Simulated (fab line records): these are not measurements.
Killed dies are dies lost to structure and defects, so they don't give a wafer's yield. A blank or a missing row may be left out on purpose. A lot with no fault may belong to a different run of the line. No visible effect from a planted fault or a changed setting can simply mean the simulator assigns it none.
fab line records ; flow n5Finfet ; part 1 of 2: steps 1 to 24 of 28
[record] lots = 6; wafers = 18; lastDay = 18
route steps=1938 shown BEOL_M0_SAQP@641 BEOL_M4@1111
lots with no fault: from the same line, run without faults
startH: hours from the record's opening day to when the first of the lot's shown wafers began ; waitH: how many hours have passed since the lot's step before this one ; " same as the row above ; L1.1+2: a row that stands for several wafers ; - no value, or no start was given ; * or withheld: withheld ; < > ~ a bound
route shown NAME@n: a module of which the file shows steps, and the number in the route of the first ; usual: mean/standard deviation of fault-free wafers ; same: alike in all rows ; chamber/n: place in a boat ; sites: the reading at each site ; _std_site: standard deviation of those values ; _edge_site: the outer-site mean with the inner-site mean subtracted ; radiusMm: for every site, how far away it sits from the centre of the wafer ; mask NAME#n: copy n ; behind: the most recent tool/chamber to have shaped the wafer ; hold: what put the lot on hold/how long, in hours/how the hold closed ; device: which transistor (n, p or np) failed to switch ; end of line: at the end of the route, the tests of the same wafers ; step lacking rows: just its recipe ; killed: the dies lost at the first sort to structure and to defects; this is not the yield of the wafer ; map: the dies of a wafer, with x for killed, . for not killed, _ for no die there
set.NAME: the setting the step ran with; set.NAME@STEP: the setting that earlier step ran with ; model.NAME: the simulator's own value behind a step, which no gauge read
lots at some steps of the route; a table a step, a row a wafer
services: from which hour (startH, from the record's first day; less than 0 if before it) a tool's chamber was out of use, for how many hours, and why
[[steps]]
[step N5_BEOL_M0_SAQP_COAT_81]
[recipe] resist = SOC; tempC = 250; timeS = 60; spinRpm = 1500; resistThkNm = 100
[step N5_BEOL_M0_SAQP_COAT_82]
[recipe] resist = SiARC; tempC = 220; timeS = 60; spinRpm = 1500; resistThkNm = 30
[step N5_BEOL_M0_SAQP_COAT_08]
[recipe] resist = CAR-ArF; spinRpm = 1500; resistThkNm = 90
[step N5_BEOL_M0_SAQP_EBR_10]
[recipe] solvent = PGMEA; ebrWidthMm = 1.5
[step N5_BEOL_M0_SAQP_SOFTBAKE_09]
[recipe] tempC = 110; timeS = 60; resist = CAR-ArF
[step N5_BEOL_M0_SAQP_EXPOSE_11]
[recipe] maskId = M0_CORE; na = 1.35; sourceShape = dipole; sigmaInner = 0.538; sigmaOuter = 0.738; polarization = te; targetCdNm = 42; doseMj = 55
[step N5_BEOL_M0_SAQP_PEB_12]
[recipe] pebTempC = withheld; pebTimeS = 60; resist = CAR-ArF
[step N5_BEOL_M0_SAQP_DEVELOP_13]
[recipe] developTimeS = 30; developer = TMAH; resist = CAR-ArF; devTempC = 23; rinseLiquid = diw; dry = airSpin
[step N5_BEOL_M0_SAQP_CD_MEAS_14]
[recipe] targetCdNm = 42.5; landingEnergyEv = 500; detector = seInlens
[usual] cdNm = 42.4/0.41
lot.wafer;tool;chamber;startH;waitH;cdNm
L402.1;cdSem-01;0;107.96;-;42.8
L402.5;cdSem-01;0;107.96;-;42.8
L402.6;cdSem-01;0;107.96;-;42.1
L404.1;cdSem-02;0;120.86;-;41.7
L404.4;cdSem-02;0;120.86;-;41.8
L404.6;cdSem-02;0;120.86;-;41.0
L409.1;cdSem-02;0;151.46;-;41.6
L409.2;cdSem-02;0;151.46;-;42.3
L409.4;cdSem-02;0;151.46;-;41.9
L410.4;cdSem-01;0;154.01;-;42.6
L410.5;cdSem-01;0;154.01;-;42.4
L410.6;cdSem-01;0;154.01;-;42.2
L419.3;cdSem-01;0;208.84;-;41.9
L419.4;cdSem-01;0;208.84;-;42.2
L419.5;cdSem-01;0;208.84;-;42.2
L425.3;cdSem-01;0;246.82;-;42.1
L425.5;cdSem-01;0;246.82;-;42.3
L425.6;cdSem-01;0;246.82;-;42.6
[step N5_BEOL_M0_SAQP_OVL_MEAS_15]
[recipe] pointsPerWafer = 44
[usual] M0_CORE_OVL = 0.2/0.74
lot.wafer;tool;chamber;startH;waitH;M0_CORE_OVL[nm]
L402.1;overlay-01;0;107.99;0.0;0.2
L402.5;overlay-01;0;107.99;0.0;0.2
L402.6;overlay-01;0;107.99;0.0;0.6
L404.1;overlay-01;0;120.89;0.0;0.9
L404.4;overlay-01;0;120.89;0.0;0.5
L404.6;overlay-01;0;120.89;0.0;-0.2
L409.1;overlay-02;0;151.49;0.0;-1.0
L409.2;overlay-02;0;151.49;0.0;0.0
L409.4;overlay-02;0;151.49;0.0;0.6
L410.4;overlay-01;0;154.03;0.0;0.6
L410.5;overlay-01;0;154.03;0.0;1.1
L410.6;overlay-01;0;154.03;0.0;-0.2
L419.3;overlay-01;0;208.87;0.0;1.3
L419.4;overlay-01;0;208.87;0.0;0.7
L419.5;overlay-01;0;208.87;0.0;0.6
L425.3;overlay-02;0;246.84;0.0;-1.2
L425.5;overlay-02;0;246.84;0.0;-0.4
L425.6;overlay-02;0;246.84;0.0;0.1
[step N5_BEOL_M0_SAQP_INSPECT_16]
[recipe] mode = adi; inspectInstrument = brightfield
[usual] rawDefectCount = 488/110
lot.wafer;tool;chamber;startH;waitH;rawDefectCount
L402.1;defectInspect-02;-;108.02;0.0;495
L402.5;defectInspect-02;-;108.02;0.0;340
L402.6;defectInspect-02;-;108.02;0.0;691
L404.1;defectInspect-02;-;120.92;0.0;482
L404.4;defectInspect-02;-;120.92;0.0;383
L404.6;defectInspect-02;-;120.92;0.0;498
L409.1;defectInspect-02;-;151.51;0.0;566
L409.2;defectInspect-02;-;151.51;0.0;477
L409.4;defectInspect-02;-;151.51;0.0;430
L410.4;defectInspect-02;-;154.06;0.0;417
L410.5;defectInspect-02;-;154.06;0.0;316
L410.6;defectInspect-02;-;154.06;0.0;572
L419.3;defectInspect-02;-;208.89;0.0;684
L419.4;defectInspect-02;-;208.89;0.0;632
L419.5;defectInspect-02;-;208.89;0.0;620
L425.3;defectInspect-02;-;246.87;0.0;469
L425.5;defectInspect-02;-;246.87;0.0;499
L425.6;defectInspect-02;-;246.87;0.0;541
[step N5_BEOL_M0_SAQP_DESCUM_19]
[recipe] chemistry = O2; timeS = 7.9; sourcePowerW = 50; biasPowerW = 20; pressureMtorr = 20; rfFrequencyHz = 2.712e+07; tempC = 40; resist = CAR-ArF; o2FlowSccm = 225
[step N5_BEOL_M0_SAQP_ETCH_83]
[recipe] chemistry = CF4; target = SiARC; targetDepthA = 390; maskMaterial = CAR-ArF; timeS = 65; ionEnergyEv = 80; pressureMtorr = 40; sourceW = 545; biasW = 36; Ar_flow_sccm = 100; cf4FlowSccm = 100; ends = cleared
[usual] biasW = 36.01/0.1; cf4FlowSccm = 100.0/0.3; drypumpMotorCurrentA = 5.7/0.31; etchRfOnTimeS = 64.9/1.2; oesProductAu = 0.65/0.067; rfVppV = 184.5/0.96; showerheadPlenumPTorr = 2.17/0.043; throttleValvePct = 15.65/0.22
lot.wafer;tool;chamber;startH;waitH;biasW;cf4FlowSccm;drypumpMotorCurrentA;etchRfOnTimeS;oesProductAu;rfHoursCounterH;rfVppV;showerheadPlenumPTorr;throttleValvePct;model.CAR-ArF_of_BEOL_M0_SAQP_COAT_08.thkNm
L402.1;rieDiel-05;0;108.85;0.0;35.93;100.0;6.0;63.5;0.66;147;185.2;2.24;15.50;55.8
L402.5;rieDiel-05;1;108.85;0.0;36.07;99.6;5.3;63.0;0.73;-;184.3;2.16;15.30;55.8
L402.6;rieDiel-05;2;108.85;0.0;35.99;100.3;5.6;63.3;0.77;-;185.5;2.18;15.50;55.8
L404.1;rieDiel-01;0;121.25;0.0;36.10;100.0;6.1;66.5;0.57;249;183.3;2.19;15.96;55.6
L404.4;rieDiel-01;1;121.25;0.0;35.89;99.3;6.0;65.1;0.61;209;185.7;2.20;15.97;55.6
L404.6;rieDiel-01;1;121.25;0.0;35.75;100.2;5.9;65.4;0.61;-;183.6;2.20;15.99;55.6
L409.1;rieDiel-06;0;151.60;0.0;-;-;-;-;-;-;-;-;-;83.6
L409.2;rieDiel-06;3;151.60;0.0;-;-;-;-;-;-;-;-;-;83.8
L409.4;rieDiel-06;0;151.60;0.0;-;-;-;-;-;-;-;-;-;84
L410.4;rieDiel-01;3;154.13;0.0;-;-;-;-;-;-;-;-;-;83
L410.5;rieDiel-01;1;154.13;0.0;-;-;-;-;-;-;-;-;-;83.2
L410.6;rieDiel-01;0;154.13;0.0;-;-;-;-;-;-;-;-;-;83.2
L419.3;rieDiel-01;3;208.96;0.0;36.01;99.8;5.8;64.1;0.63;206;183.6;2.21;15.47;56.2
L419.4;rieDiel-01;2;208.96;0.0;35.92;100.1;5.3;64.6;0.57;240;183.2;2.12;15.64;56
L419.5;rieDiel-01;0;208.96;0.0;36.16;99.8;6.1;65.9;0.75;-;182.8;2.18;15.51;56
L425.3;rieDiel-05;2;246.94;0.0;36.00;100.2;5.5;64.3;0.72;72;185.8;2.17;15.57;55.4
L425.5;rieDiel-05;2;246.94;0.0;35.99;100.2;5.5;64.6;0.70;-;184.2;2.17;15.59;56.2
L425.6;rieDiel-05;3;246.94;0.0;36.06;100.0;5.5;65.4;0.58;-;183.5;2.11;15.92;56
[step N5_BEOL_M0_SAQP_ETCH_84]
[recipe] chemistry = N2/H2; target = SOC; targetDepthA = 1000; overetchA = 200; maskMaterial = SiARC; tempC = 40; timeS = 150; ionEnergyEv = 200; pressureMtorr = 30; sourceW = 840; biasW = 150; n2FlowSccm = 200; h2FlowSccm = 200
[usual] biasW = 149.9/0.48; chamberPressureMTorr = 29.998/0.027; drypumpMotorCurrentA = 5.7/0.31; n2FlowSccm = 199.9/0.6; oesProductAu = 0.68/0.069; rfVppV = 525.0/1.7; showerheadPlenumPTorr = 2.59/0.054; tempC = 40.02/0.11; throttleValvePct = 17.94/0.25
lot.wafer;tool;chamber;startH;waitH;biasW;chamberPressureMTorr;drypumpMotorCurrentA;n2FlowSccm;oesProductAu;rfHoursCounterH;rfVppV;showerheadPlenumPTorr;tempC;throttleValvePct
L402.1;rieDiel-05;0;108.90;0.0;149.6;30.031;6.0;199.9;0.68;147;527.3;2.65;40.02;17.75
L402.5;rieDiel-05;1;108.90;0.0;149.9;30.008;5.3;199.7;0.75;-;524.8;2.60;39.89;17.68
L402.6;rieDiel-05;2;108.90;0.0;150.5;30.018;5.6;199.8;0.80;-;527.0;2.61;40.01;17.93
L404.1;rieDiel-01;0;121.30;0.0;150.1;30.027;6.1;199.7;0.60;249;525.9;2.62;40.00;18.37
L404.4;rieDiel-01;1;121.30;0.0;148.9;30.013;6.0;200.0;0.64;209;526.1;2.64;39.96;18.34
L404.6;rieDiel-01;1;121.30;0.0;149.8;30.043;6.0;199.4;0.64;-;526.3;2.64;40.01;18.35
L409.1;rieDiel-06;0;151.68;0.1;149.6;29.958;5.8;200.9;0.28;162;527.5;2.65;40.07;17.88
L409.2;rieDiel-06;3;151.68;0.1;149.6;29.987;5.3;200.4;0.32;63;520.7;2.49;40.12;17.87
L409.4;rieDiel-06;0;151.68;0.1;149.9;29.988;5.8;200.5;0.28;-;526.8;2.65;40.13;17.88
L410.4;rieDiel-01;3;154.18;0.0;149.5;30.014;5.8;201.3;0.28;188;527.7;2.63;39.98;17.54
L410.5;rieDiel-01;1;154.18;0.0;150.0;29.993;5.9;200.7;0.26;-;525.5;2.63;39.89;18.31
L410.6;rieDiel-01;0;154.18;0.0;150.4;30.005;6.1;199.6;0.36;-;525.7;2.62;39.83;17.88
L419.3;rieDiel-01;3;209.01;0.0;149.8;29.988;5.7;200.6;0.65;206;524.8;2.63;39.98;17.64
L419.4;rieDiel-01;2;209.01;0.0;150.4;29.985;5.3;198.8;0.60;240;523.1;2.51;40.17;17.84
L419.5;rieDiel-01;0;209.01;0.0;149.8;30.009;6.1;200.1;0.79;-;524.2;2.61;39.99;17.96
L425.3;rieDiel-05;2;246.99;0.0;150.0;30.072;5.6;199.2;0.73;72;525.4;2.59;39.94;18.01
L425.5;rieDiel-05;2;246.99;0.0;150.1;30.014;5.6;200.1;0.74;-;525.5;2.59;40.06;18.01
L425.6;rieDiel-05;3;246.99;0.0;149.5;30.028;5.5;199.3;0.61;-;522.1;2.49;39.97;17.95
[step N5_BEOL_M0_SAQP_STRIP_80]
[recipe] chemistry = N2/H2; tempC = 40; n2FlowSccm = 200; h2FlowSccm = 200; rfFrequencyHz = 6e+07
[step N5_BEOL_M0_SAQP_HM_OPEN_112]
[recipe] chemistry = CHF3/O2; target = SiO2; stopOn = a-Si; targetDepthA = 120; overEtchFrac = 1.25; maskMaterial = SOC; timeS = 13.5; pressureMtorr = 30; sourceW = 650; biasW = 170; Ar_flow_sccm = 200; CHF3_flow_sccm = 50; O2_flow_sccm = 5; ionEnergyEv = 200; ends = endPoint
[usual] drypumpMotorCurrentA = 5.7/0.31; oesProductAu = 0.50/0.051; rfVppV = 525/7.4; showerheadPlenumPTorr = 2.44/0.048; throttleValvePct = 18.82/0.2
lot.wafer;tool;chamber;startH;waitH;drypumpMotorCurrentA;oesProductAu;rfHoursCounterH;rfVppV;showerheadPlenumPTorr;throttleValvePct
L402.1;rieDiel-05;0;109.01;0.0;6.0;0.49;147;530;2.53;18.78
L402.5;rieDiel-05;1;109.01;0.0;5.3;0.55;-;538;2.41;18.42
L402.6;rieDiel-05;2;109.01;0.0;5.6;0.57;-;534;2.46;18.78
L404.1;rieDiel-01;0;121.41;0.0;6.1;0.43;249;518;2.45;19.05
L404.4;rieDiel-01;1;121.41;0.0;6.0;0.46;210;529;2.47;19.09
L404.6;rieDiel-01;1;121.41;0.0;5.9;0.47;-;529;2.47;19.09
L409.1;rieDiel-06;0;151.84;0.0;5.8;0.28;162;522;2.51;18.85
L409.2;rieDiel-06;3;151.84;0.0;5.3;0.31;63;516;2.35;18.73
L409.4;rieDiel-06;0;151.84;0.0;5.8;0.28;-;521;2.51;18.86
L410.4;rieDiel-01;3;154.28;0.0;5.8;0.28;188;533;2.49;18.55
L410.5;rieDiel-01;1;154.28;0.0;6.0;0.27;-;529;2.46;19.07
L410.6;rieDiel-01;0;154.28;0.0;6.1;0.35;-;515;2.44;18.59
L419.3;rieDiel-01;3;209.11;0.0;5.8;0.49;206;535;2.49;18.64
L419.4;rieDiel-01;2;209.11;0.0;5.3;0.44;240;521;2.38;18.81
L419.5;rieDiel-01;0;209.11;0.0;6.0;0.58;-;517;2.44;18.67
L425.3;rieDiel-05;2;247.09;0.0;5.6;0.54;72;535;2.44;18.84
L425.5;rieDiel-05;2;247.09;0.0;5.6;0.53;-;534;2.44;18.84
L425.6;rieDiel-05;3;247.09;0.0;5.5;0.45;-;520;2.37;19.11
[step N5_BEOL_M0_SAQP_STRIP_113]
[recipe] chemistry = CHF3/O2; resist = SiARC; rfFrequencyHz = 6e+07
[step N5_BEOL_M0_SAQP_MANDREL_ETCH_20]
[recipe] targetDepthA = 600; chemistry = HBr/Cl2; target = a-Si; stopOn = SiNx; btTimeS = 10; maskMaterial = SOC; overEtchFrac = 0.5; timeS = 30; pressureMtorr = 10; icpW = 800; biasW = 75; HBr_flow_sccm = 150; Cl2_flow_sccm = 80; ends = endPoint
[usual] HBr_flow_sccm = 150.0/0.44; biasW = 75.00/0.19; drypumpMotorCurrentA = 6.0/0.52; oesProductAu = 0.778/0.013; throttleValvePct = 35.2/0.33
lot.wafer;tool;chamber;startH;waitH;HBr_flow_sccm;biasW;drypumpMotorCurrentA;oesProductAu;rfHoursCounterH;throttleValvePct
L402.1;rieSi-05;3;109.09;0.0;150.0;75.11;6.6;0.769;67;35.8
L402.5;rieSi-05;1;109.09;0.0;150.0;75.00;6.3;0.780;-;35.2
L402.6;rieSi-05;0;109.09;0.0;150.0;75.01;5.9;0.769;-;35.7
L404.1;rieSi-06;2;121.49;0.0;150.3;74.54;5.9;0.770;17;35.2
L404.4;rieSi-06;0;121.49;0.0;150.3;74.79;5.9;0.812;-;35.1
L404.6;rieSi-06;1;121.49;0.0;150.0;75.09;6.6;0.797;-;34.9
L409.1;rieSi-06;3;151.96;0.0;151.0;74.86;6.1;0.324;0;36.6
L409.2;rieSi-06;2;151.96;0.0;150.6;74.93;5.9;0.317;18;36.1
L409.4;rieSi-06;0;151.96;0.0;149.6;74.85;5.9;0.337;2;36.0
L410.4;rieSi-06;3;154.37;0.0;149.7;74.96;6.1;0.338;0;36.6
L410.5;rieSi-06;0;154.37;0.0;149.8;74.96;5.9;0.333;-;36.0
L410.6;rieSi-06;1;154.37;0.0;149.8;75.08;6.6;0.321;-;35.6
L419.3;rieSi-01;3;209.20;0.0;150.2;74.70;6.3;0.785;7;34.8
L419.4;rieSi-01;2;209.20;0.0;149.7;75.03;4.7;0.793;128;35.2
L419.5;rieSi-01;0;209.20;0.0;149.4;74.99;6.0;0.786;-;35.3
L425.3;rieSi-05;3;247.18;0.0;150.5;75.50;6.6;0.773;69;35.8
L425.5;rieSi-05;3;247.18;0.0;150.7;75.14;6.6;0.765;-;35.8
L425.6;rieSi-05;0;247.18;0.0;149.2;74.97;5.9;0.768;-;35.7
[step N5_BEOL_M0_SAQP_STRIP_86]
[recipe] chemistry = N2/H2; powerW = 500; tempC = 40; pressureMtorr = 50; rfFrequencyHz = 6e+07; overashFraction = 0.3; biasPowerW = 28; h2Frac = 0.5; n2FlowSccm = 300; h2FlowSccm = 300
[usual] drypumpMotorCurrentA = 5.62/0.28; n2FlowSccm = 300.1/0.94; oesProductAu = 0.77/0.076; rfVppV = 122.0/1.3; showerheadPlenumPTorr = 3.40/0.073; tempC = 39.99/0.12; throttleValvePct = 19.1/0.38
lot.wafer;tool;chamber;startH;waitH;drypumpMotorCurrentA;n2FlowSccm;oesProductAu;rfHoursCounterH;rfVppV;showerheadPlenumPTorr;tempC;throttleValvePct
L402.1;rieDiel-05;0;109.19;0.1;6.03;300.0;0.77;147;122.5;3.50;40.10;19.1
L402.5;rieDiel-05;2;109.19;0.1;5.57;301.1;0.87;-;121.5;3.44;40.09;19.4
L402.6;rieDiel-05;3;109.19;0.1;5.56;302.2;0.70;-;121.4;3.31;40.01;18.7
L404.1;rieDiel-01;0;121.60;0.1;6.10;300.6;0.65;249;119.8;3.46;40.05;19.9
L404.4;rieDiel-01;2;121.60;0.1;5.27;300.0;0.69;210;123.3;3.33;40.03;19.0
L404.6;rieDiel-01;0;121.60;0.1;6.07;301.0;0.66;-;121.4;3.46;40.01;19.9
L409.1;rieDiel-06;3;152.06;0.1;5.32;298.8;0.85;63;120.3;3.29;39.88;19.2
L409.2;rieDiel-06;0;152.06;0.1;5.83;300.3;0.73;162;120.9;3.49;39.88;19.2
L409.4;rieDiel-06;0;152.06;0.1;5.85;299.0;0.73;-;122.6;3.49;39.79;19.2
L410.4;rieDiel-06;3;154.49;0.1;5.34;300.8;0.85;-;121.0;3.29;40.22;19.2
L410.5;rieDiel-06;3;154.49;0.1;5.34;300.0;0.85;-;121.2;3.29;39.83;19.2
L410.6;rieDiel-06;0;154.49;0.1;5.85;301.0;0.73;-;123.6;3.49;39.91;19.2
L419.3;rieDiel-05;0;209.30;0.1;6.06;299.8;0.74;175;123.1;3.48;39.86;19.2
L419.4;rieDiel-05;2;209.30;0.1;5.58;300.7;0.83;61;120.2;3.42;39.97;19.4
L419.5;rieDiel-05;0;209.30;0.1;6.06;300.6;0.74;-;122.8;3.48;39.85;19.1
L425.3;rieDiel-01;0;247.27;0.1;6.08;301.3;0.85;37;122.1;3.44;39.92;19.5
L425.5;rieDiel-01;3;247.27;0.1;5.76;299.2;0.72;-;121.7;3.46;40.01;18.7
L425.6;rieDiel-01;2;247.27;0.1;5.28;300.0;0.67;-;121.0;3.31;39.93;19.1
[step N5_BEOL_M0_SAQP_STRIP_115]
[recipe] chemistry = postEtchResidueRemover; timeS = 60; tempC = 25; removerPh = withheld; removerWaterWtPct = withheld; removerFluorideWtPct = withheld
[step N5_BEOL_M0_SAQP_SRD_93]
[recipe] dry = ipaMarangoni; timeS = 30; tempC = 23; rinseLiquid = diw
[step N5_BEOL_M0_SAQP_RECESS_114]
[recipe] chemistry = HF/NH3; target = SiO2; targetDepthA = 144; afsCycles = 3; tempC = 30; sublimationTempC = 180; sublimationTimeS = 60
[usual] drypumpMotorCurrentA = 5.6/0.73; tempC = 30.01/0.1
lot.wafer;tool;chamber;startH;waitH;drypumpMotorCurrentA;tempC
L402.1;vaporEtch-02;1;109.32;0.0;6.3;29.86
L402.5;vaporEtch-02;0;109.32;0.0;4.9;29.97
L402.6;vaporEtch-02;1;109.32;0.0;6.3;30.15
L404.1;vaporEtch-01;1;121.73;0.0;6.4;30.04
L404.4;vaporEtch-01;0;121.73;0.0;5.0;30.04
L404.6;vaporEtch-01;0;121.73;0.0;5.0;29.95
L409.1;vaporEtch-02;1;152.21;0.0;6.3;29.93
L409.2;vaporEtch-02;0;152.21;0.0;4.8;29.79
L409.4;vaporEtch-02;1;152.21;0.0;6.3;30.05
L410.4;vaporEtch-02;1;154.74;0.1;6.3;30.11
L410.5;vaporEtch-02;0;154.74;0.1;4.8;29.89
L410.6;vaporEtch-02;1;154.74;0.1;6.3;30.10
L419.3;vaporEtch-01;1;209.55;0.1;6.5;30.16
L419.4;vaporEtch-01;0;209.55;0.1;5.0;30.19
L419.5;vaporEtch-01;1;209.55;0.1;6.5;30.05
L425.3;vaporEtch-01;1;247.53;0.1;6.5;29.92
L425.5;vaporEtch-01;0;247.53;0.1;5.0;30.04
L425.6;vaporEtch-01;1;247.53;0.1;6.4;29.87
[step N5_BEOL_M0_SAQP_SPACER1_ALD_98]
[recipe] material = SiO2; targetThkA = 128; tempC = 300; aldPrecursorFamily = BDEAS; aldCoReactant = O2-plasma; pulseTimeS = 1; purgeTimeS = 2; coReactantPurgeTimeS = 2; aldCycles = 138; pressureTorr = 2
[usual] heaterPowerW = 481/55; precursorPulseHeightRel = 1.001/0.02; susceptorTempC = 300.01/0.18
[same] pulseTimeS = 1
lot.wafer;tool;chamber;startH;waitH;heaterPowerW;precursorPulseHeightRel;susceptorTempC
L402.1;aldSin-02;0;109.88;0.4;384;1.010;299.91
L402.5;aldSin-02;1;109.88;0.4;522;0.989;299.77
L402.6;aldSin-02;0;109.88;0.4;394;0.987;299.93
L404.1;aldSin-01;0;122.11;0.3;485;1.009;299.97
L404.4;aldSin-01;2;122.11;0.3;580;1.005;299.97
L404.6;aldSin-01;2;122.11;0.3;597;0.983;300.02
L409.1;aldSin-01;1;152.59;0.3;500;1.040;300.32
L409.2;aldSin-01;2;152.59;0.3;586;1.040;300.16
L409.4;aldSin-01;3;152.59;0.3;454;1.001;299.84
L410.4;aldSin-02;1;155.00;0.1;519;0.999;299.94
L410.5;aldSin-02;2;155.00;0.1;413;0.989;300.29
L410.6;aldSin-02;3;155.00;0.1;481;1.012;299.94
L419.3;aldSin-04;2;209.81;0.1;533;0.973;299.83
L419.4;aldSin-04;3;209.81;0.1;436;1.052;299.92
L419.5;aldSin-04;3;209.81;0.1;427;1.009;299.89
L425.3;aldSin-01;0;247.79;0.1;485;1.010;300.19
L425.5;aldSin-01;0;247.79;0.1;467;0.961;300.39
L425.6;aldSin-01;3;247.79;0.1;457;1.001;300.00
[step N5_BEOL_M0_SAQP_SPACER1_ETCHBACK_99]
[recipe] chemistry = CHF3/O2; mode = anisotropicEtchback; target = SiO2; targetDepthA = 154; timeS = 7.7; pressureMtorr = 30; sourceW = 650; biasW = 170; Ar_flow_sccm = 200; CHF3_flow_sccm = 50; O2_flow_sccm = 5; ionEnergyEv = 200
[usual] drypumpMotorCurrentA = 5.60/0.28; oesProductAu = 0.77/0.076; rfVppV = 524/8.2; showerheadPlenumPTorr = 2.44/0.055; throttleValvePct = 18.88/0.19
lot.wafer;tool;chamber;startH;waitH;drypumpMotorCurrentA;oesProductAu;rfHoursCounterH;rfVppV;showerheadPlenumPTorr;throttleValvePct
L402.1;rieDiel-06;3;110.39;0.3;5.26;0.87;48;517;2.35;18.81
L402.5;rieDiel-06;1;110.39;0.3;5.27;0.68;-;518;2.49;19.03
L402.6;rieDiel-06;2;110.39;0.3;5.56;0.73;-;513;2.41;19.03
L404.1;rieDiel-01;0;122.59;0.3;6.05;0.66;249;517;2.45;19.12
L404.4;rieDiel-01;2;122.59;0.3;5.24;0.69;210;525;2.39;18.82
L404.6;rieDiel-01;2;122.59;0.3;5.25;0.70;-;525;2.39;18.82
L409.1;rieDiel-01;0;153.10;0.3;6.10;0.36;2;516;2.44;18.59
L409.2;rieDiel-01;2;153.10;0.3;5.27;0.26;221;524;2.39;18.73
L409.4;rieDiel-01;3;153.10;0.3;5.71;0.28;187;534;2.49;18.56
L410.4;rieDiel-05;2;155.53;0.3;5.54;0.32;44;536;2.45;18.73
L410.5;rieDiel-05;0;155.53;0.3;6.08;0.27;-;529;2.53;18.73
L410.6;rieDiel-05;1;155.53;0.3;5.29;0.31;-;538;2.41;18.40
L419.3;rieDiel-06;2;210.29;0.3;5.56;0.70;199;513;2.40;19.11
L419.4;rieDiel-06;1;210.29;0.3;5.27;0.94;6;516;2.48;18.60
L419.5;rieDiel-06;2;210.29;0.3;5.56;0.70;-;512;2.40;19.09
L425.3;rieDiel-01;0;248.27;0.3;6.09;0.85;37;517;2.43;18.74
L425.5;rieDiel-01;0;248.27;0.3;6.06;0.85;-;515;2.43;18.76
L425.6;rieDiel-01;2;248.27;0.3;5.25;0.66;-;523;2.37;18.88
[[key]]
[firstSign] step = N5_BEOL_M0_SAQP_ETCH_83; reading = toolRecord; direction = missing
[effect] step = N5_BEOL_M0_SAQP_ETCH_84; reading = oesProductAu; direction = down; sigmas = 5.6; usual = 0.68; struck = 0.30
[effect] step = N5_BEOL_M0_SAQP_HM_OPEN_112; reading = oesProductAu; direction = down; sigmas = 4; usual = 0.50; struck = 0.29
[effect] step = N5_BEOL_M0_SAQP_MANDREL_ETCH_20; reading = oesProductAu; direction = down; sigmas = 35; usual = 0.778; struck = 0.328
[effect] step = N5_BEOL_M0_SAQP_SPACER1_ETCHBACK_99; reading = oesProductAu; direction = down; sigmas = 6.1; usual = 0.77; struck = 0.30
[effect] step = N5_BEOL_M0_SAQP_MANDREL1_REMOVE_100; reading = oesProductAu; direction = down; sigmas = 38; usual = 1.004; struck = 0.379
[effect] step = N5_BEOL_M0_SAQP_CD_MEAS_25; reading = cdNm; direction = missing
[modelEffect] step = N5_BEOL_M0_SAQP_ETCH_83; value = CAR-ArF_of_BEOL_M0_SAQP_COAT_08.thkNm; without = 55.63; struck = 83.47
metAt N5_BEOL_M0_SAQP_ETCH_83
struckWafers L409.1,L409.2,L409.4,L410.4,L410.5,L410.6
laterRowsLeftOut L409.1,L409.2,L409.4,L410.4,L410.5,L410.6
sortLeftOut L409.1,L409.2,L409.4,L410.4,L410.5,L410.6
onsetBetween 121.25 151.60
[fault] kind = skippedStepWhole; tool = rieDiel-01,rieDiel-06; chamber = -; onsetH = 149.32; steps = N5_BEOL_M0_SAQP_ETCH_83; scope = struckLotsOnly
// sortLeftOut: the simulated sort isn't trusted on such a fault, so these wafers' sort isn't shown, and their yield isn't known
// laterRowsLeftOut: the simulator's readings of these wafers behind a module that went badly wrong aren't trusted and aren't shown, but for the sort
